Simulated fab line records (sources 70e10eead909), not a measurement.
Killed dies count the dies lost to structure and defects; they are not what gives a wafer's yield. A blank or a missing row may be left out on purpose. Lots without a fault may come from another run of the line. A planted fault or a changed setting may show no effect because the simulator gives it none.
Matching of chambers || flow nand-harc || 4 sister chambers for NHARC_A_CHANNEL_HOLE_D2_ETCH_44 on rie-diel-04
The step etches the open film in CF4/O2, target depth 140 nm, overetch 14 nm, time 77 s. 4 wafers are shown with their chamber, then 10 later ones without.

EACH WAFER AND ITS CHAMBER
{"wafer": "L089.2", "chamber": 0, "drypump-motor-current-A (A)": 6.5}
{"wafer": "L089.4", "chamber": 2, "drypump-motor-current-A (A)": 6.7}
{"wafer": "L092.1", "chamber": 1, "drypump-motor-current-A (A)": 6.7}
{"wafer": "L092.3", "chamber": 3, "drypump-motor-current-A (A)": 5.4}

WAFERS MISSING THEIR CHAMBER
{"wafer": "L092.4", "drypump-motor-current-A (A)": 6.5}
{"wafer": "L091.2", "drypump-motor-current-A (A)": 6.7}
{"wafer": "L091.3", "drypump-motor-current-A (A)": 6.7}
{"wafer": "L091.5", "drypump-motor-current-A (A)": 5.4}
{"wafer": "L093.1", "drypump-motor-current-A (A)": 6.7}
{"wafer": "L093.3", "drypump-motor-current-A (A)": 5.4}
{"wafer": "L093.4", "drypump-motor-current-A (A)": 6.8}
{"wafer": "L095.1", "drypump-motor-current-A (A)": 5.4}
{"wafer": "L095.4", "drypump-motor-current-A (A)": 6.7}
{"wafer": "L095.5", "drypump-motor-current-A (A)": 6.5}

THE CHAMBER EACH PASSED THROUGH
{"wafer": "L092.4", "from the rows above": 0, "in truth": 0}
{"wafer": "L091.2", "from the rows above": "can't be placed: 1 or 2", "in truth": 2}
{"wafer": "L091.3", "from the rows above": "can't be placed: 1 or 2", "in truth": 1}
{"wafer": "L091.5", "from the rows above": 3, "in truth": 3}
{"wafer": "L093.1", "from the rows above": "can't be placed: 1 or 2", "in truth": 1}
{"wafer": "L093.3", "from the rows above": 3, "in truth": 3}
{"wafer": "L093.4", "from the rows above": "can't be placed: 1 or 2", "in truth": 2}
{"wafer": "L095.1", "from the rows above": 3, "in truth": 3}
{"wafer": "L095.4", "from the rows above": "can't be placed: 1 or 2", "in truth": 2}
{"wafer": "L095.5", "from the rows above": 0, "in truth": 0}
Placed correctly: 5 of 10. Not placeable from these rows: 5 (in 5, the candidates include the true chamber). Number placed wrongly: 0.
How it was worked out, from the rows above alone: a wafer's distance from a chamber is the root of the sum, over the readings, of the square of ((its reading less the chamber's mean) divided by the reading's scatter). The wafer belongs to the nearest chamber; if the next one is less than 2 further off, it can't be placed. A chamber's mean is the mean of its shown wafers. The scatter: with one shown wafer a chamber, the root of the mean of the squares of how far each hidden wafer lies from its nearest shown one.
